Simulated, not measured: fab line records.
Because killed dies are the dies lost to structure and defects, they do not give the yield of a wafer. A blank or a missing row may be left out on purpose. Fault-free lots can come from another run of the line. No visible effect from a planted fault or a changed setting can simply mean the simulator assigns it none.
The tool behind it: which one?    flow n5_finfet    11 lots, 32 wafers sampled, at 5 steps of a route of 1938

== WHAT THE GAUGES READ, wafer by wafer ==
N5_MOL_CONTACT_COAG_INSPECT_10: inspects for defects (brightfield). Usual: 65 for raw_defect_count, sd 31.
lot   measured     on                 raw_defect_count  flag
L766  day 5 09:48  defect_inspect-01  41 47 40          
L767  day 5 11:59  defect_inspect-01  108 124 65        
L768  day 5 18:09  defect_inspect-01  60 80 51          
L771  day 6 12:32  defect_inspect-01  58 101 113        
L774  day 7 05:07  defect_inspect-02  78 76 70          
L775  day 7 12:26  defect_inspect-02  36 53             
L777  day 7 23:01  defect_inspect-02  64 42 59          
L778  day 8 07:19  defect_inspect-02  39 71 55          
L779  day 8 09:47  defect_inspect-01  99 42 62          
L780  day 8 14:45  defect_inspect-02  45 25 29          
L781  day 8 23:29  defect_inspect-02  74 71 30          

N5_BEOL_M4_RC_MEAS_101. Usual: DIBL_N 36.9 mV/V, standard deviation 1.7; DIBL_P 37.3 mV/V, standard deviation 2.3; IOFF_N 0.16 nA/um, standard deviation 0.033; IOFF_P 0.22 nA/um, standard deviation 0.04; ION_N 673 uA/um, standard deviation 12; ION_P 463 uA/um, standard deviation 8; SS_N 71.6 mV/dec, standard deviation 0.58; SS_P 73.4 mV/dec, standard deviation 0.74; VT_N 250 mV, standard deviation 3.2; VT_P -250 mV, standard deviation 3.4.
lot   measured      on         DIBL_N (mV/V)   DIBL_P (mV/V)   IOFF_N (nA/um)  IOFF_P (nA/um)  ION_N (uA/um)  ION_P (uA/um)  SS_N (mV/dec)   SS_P (mV/dec)   VT_N (mV)    VT_P (mV)       flag
L766  day 8 22:41   prober-02  39.3 38.8 36.7  42.2 40.3 38.6  0.25 0.20 0.17  0.33 0.28 0.25  684 681 695    475 465 480    72.0 71.8 72.0  73.5 74.5 72.9  245 248 250  -245 -247 -247  
L767  day 8 18:08   prober-02  37.3 36.1 36.7  38.3 37.8 38.3  0.18 0.16 0.18  0.23 0.22 0.24  676 668 684    460 464 475    72.1 71.6 72.0  73.7 72.9 72.8  249 252 247  -249 -250 -249  
L768  day 9 02:05   prober-01  38.5 35.9 35.7  38.0 34.2 33.9  0.19 0.13 0.14  0.23 0.18 0.17  677 656 658    456 452 446    72.2 71.5 71.7  73.7 72.1 72.0  247 252 253  -252 -255 -257  
L771  day 10 02:21  prober-01  40.5 37.7 36.3  41.6 37.0 35.5  0.24 0.17 0.14  0.30 0.21 0.19  687 668 661    473 462 454    72.5 71.4 71.3  74.3 73.4 72.9  245 249 251  -245 -250 -251  
L774  day 10 09:36  prober-02  38.0 37.7 37.2  39.0 38.5 37.2  0.20 0.17 0.16  0.30 0.29 0.25  690 669 673    487 474 471    71.6 71.6 71.3  73.9 74.0 72.9  245 251 251  -242 -245 -245  
L775  day 11 02:36  prober-01  38.1 36.4       37.6 37.6       0.16 0.15       0.21 0.22       661 681        458 473        71.7 71.1       73.0 73.7       249 250      -251 -247       
L777  day 11 14:33  prober-01  38.1 38.3 38.3  38.6 38.1 37.8  0.20 0.19 0.18  0.26 0.25 0.24  680 689 686    467 469 465    71.4 71.6 72.5  74.6 73.7 73.2  246 245 245  -248 -248 -248  
L778  day 11 14:55  prober-02  38.1 38.0 36.9  37.7 36.8 36.9  0.17 0.17 0.17  0.26 0.22 0.24  676 674 699    469 462 477    71.7 71.7 71.6  73.6 73.1 73.4  250 248 249  -247 -252 -249  
L779  day 11 21:56  prober-01  35.4 35.7 35.7  36.1 36.8 36.9  0.13 0.13 0.13  0.17 0.18 0.18  681 649 668    464 448 458    71.1 71.7 71.7  73.3 73.2 73.1  253 256 252  -258 -255 -254  
L780  day 12 03:09  prober-02  36.6 34.0 36.0  36.8 33.8 36.7  0.16 0.12 0.16  0.22 0.17 0.21  674 660 693    465 457 469    72.5 71.4 71.6  73.8 72.9 73.8  251 254 249  -250 -254 -249  
L781  day 12 09:53  prober-01  37.3 36.8 36.2  38.6 38.4 38.2  0.18 0.18 0.16  0.22 0.24 0.22  677 675 668    459 459 456    72.3 71.2 71.0  73.4 73.5 73.0  249 249 252  -251 -249 -249  

== EACH LOT AND THE TOOL THAT RAN IT (in order: tool; ch and the chambers of the sampled wafers; start) ==
lot   N5_MOL_CONTACT_COAG_IMPLANT_129  N5_MOL_CONTACT_COAG_SPUTTER_143  N5_MOL_CONTACT_COAG_SPUTTER_130
L766  implanter-02 ch 0, day 5 10:20   pvd_sputter-03, day 5 12:22      pvd_sputter-01, day 5 14:42
L767  implanter-01 ch 0, day 5 12:36   pvd_sputter-01, day 5 14:52      pvd_sputter-02, day 5 17:47
L768  implanter-02 ch 0, day 5 18:37   pvd_sputter-01, day 5 22:59      pvd_sputter-03, day 6 02:22
L771  implanter-01 ch 0, day 6 13:01   pvd_sputter-03, day 6 16:02      pvd_sputter-02, day 6 18:53
L774  implanter-02 ch 0, day 7 05:36   pvd_sputter-03, day 7 08:25      pvd_sputter-03, day 7 10:25
L775  implanter-02 ch 0, day 7 12:57   pvd_sputter-02, day 7 14:57      pvd_sputter-03, day 7 17:58
L777  implanter-02 ch 0, day 7 23:29   pvd_sputter-01, day 8 02:55      pvd_sputter-03, day 8 04:46
L778  implanter-01 ch 0, day 8 07:47   pvd_sputter-02, day 8 09:52      pvd_sputter-02, day 8 13:23
L779  implanter-01 ch 0, day 8 10:28   pvd_sputter-02, day 8 13:55      pvd_sputter-01, day 8 17:55
L780  implanter-02 ch 0, day 8 15:33   pvd_sputter-01, day 8 18:31      pvd_sputter-03, day 8 22:01
L781  implanter-01 ch 0, day 9 00:28   pvd_sputter-02, day 9 02:28      pvd_sputter-01, day 9 06:40
- N5_MOL_CONTACT_COAG_IMPLANT_129
- N5_MOL_CONTACT_COAG_SPUTTER_143: material Co, target thk 2.5 nm.
- N5_MOL_CONTACT_COAG_SPUTTER_130: material Co, target thk 47.5 nm.

== AS READ BY THE TOOLS THEMSELVES (means over the sampled wafers that have a number; for cases with no such wafer, the mark the record gives instead) ==
N5_MOL_CONTACT_COAG_IMPLANT_129. Usual: beam_energy_keV 3.0002, standard deviation 0.00087; end_station_pressure_torr 5.96e-06 Torr, standard deviation 2.9e-07; rotation_deg -0.004 degrees, standard deviation 0.019.
lot   tool          beam_energy_keV  end_station_pressure_torr (Torr)  rotation_deg (degrees)  flag
L766  implanter-02  3.0010           5.77e-06                          -0.015                  
L767  implanter-01  3.0005           6.14e-06                          0.012                   
L768  implanter-02  2.9995           5.74e-06                          0.008                   
L771  implanter-01  3.0000           6.24e-06                          -0.005                  
L774  implanter-02  3.0000           5.92e-06                          0.019                   
L775  implanter-02  3.0012           6.57e-06                          -0.020                  
L777  implanter-02  3.0004           5.95e-06                          0.022                   
L778  implanter-01  3.0005           6.10e-06                          0.014                   
L779  implanter-01  6.6533           1.08e-05                          -0.006                  OFF
L780  implanter-02  3.0012           6.21e-06                          0.001                   
L781  implanter-01  6.6538           1.08e-05                          -0.004                  OFF

N5_MOL_CONTACT_COAG_SPUTTER_143. Usual: 29.9 % for throttle_valve_pct, sd 1.1.
lot   tool            throttle_valve_pct (%)  flag
L766  pvd_sputter-03  30.2                    
L767  pvd_sputter-01  30.3                    
L768  pvd_sputter-01  30.6                    
L771  pvd_sputter-03  29.6                    
L774  pvd_sputter-03  29.8                    
L775  pvd_sputter-02  28.9                    
L777  pvd_sputter-01  29.9                    
L778  pvd_sputter-02  29.0                    
L779  pvd_sputter-02  29.2                    
L780  pvd_sputter-01  30.7                    
L781  pvd_sputter-02  29.3                    

N5_MOL_CONTACT_COAG_SPUTTER_130. Usual: 29.8 % for throttle_valve_pct, sd 0.95.
lot   tool            throttle_valve_pct (%)  flag
L766  pvd_sputter-01  30.5                    
L767  pvd_sputter-02  29.1                    
L768  pvd_sputter-03  29.6                    
L771  pvd_sputter-02  29.0                    
L774  pvd_sputter-03  29.2                    
L775  pvd_sputter-03  30.6                    
L777  pvd_sputter-03  30.1                    
L778  pvd_sputter-02  29.0                    
L779  pvd_sputter-01  30.7                    
L780  pvd_sputter-03  29.8                    
L781  pvd_sputter-01  30.2                    

== THE ANSWER, worked out from the rows above alone ==
Rule: a lot is off if the mean of its wafers that have a number lies more than 3 standard deviations from the usual mean. A lot without any number at a reading at which 4 lots or more have one is off too. The other lots that the step has rows for count as sound. Order of review: gauges by route order, followed by the tools' own readings, for which a lot's mean as printed above is used. At the first step where some lot is off, the reading lying furthest off is the one used; lots without a number count as furthest.
Off: L779, L781 (N5_MOL_CONTACT_COAG_IMPLANT_129, beam_energy_keV).
A tool fits if, at that step or a process step before it, it ran every lot that is off, and no sound lot after the first of them. One fits: implanter-01 at N5_MOL_CONTACT_COAG_IMPLANT_129. Its last sound lot is L778 (day 8 07:47), its first lot that is off L779 (day 8 10:28): a fault that began between those two fits.
The tool's own readings at N5_MOL_CONTACT_COAG_IMPLANT_129 bear it out: on the lots that are off they differ by more than 5 times the standard deviation of the sound lots' means. beam_energy_keV reads 6.6536 there against 3.0005 on the sound lots; end_station_pressure_torr reads 1.08e-05 Torr there against 6.07e-06 Torr on the sound lots.

== WHAT THE SIMULATOR HAD PUT IN ==
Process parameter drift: implanter-01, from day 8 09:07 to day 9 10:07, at N5_MOL_CONTACT_COAG_IMPLANT_129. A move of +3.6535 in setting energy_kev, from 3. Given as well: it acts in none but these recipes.
Shown lots that were struck: L779, L781. The rule given above showed the same thing.
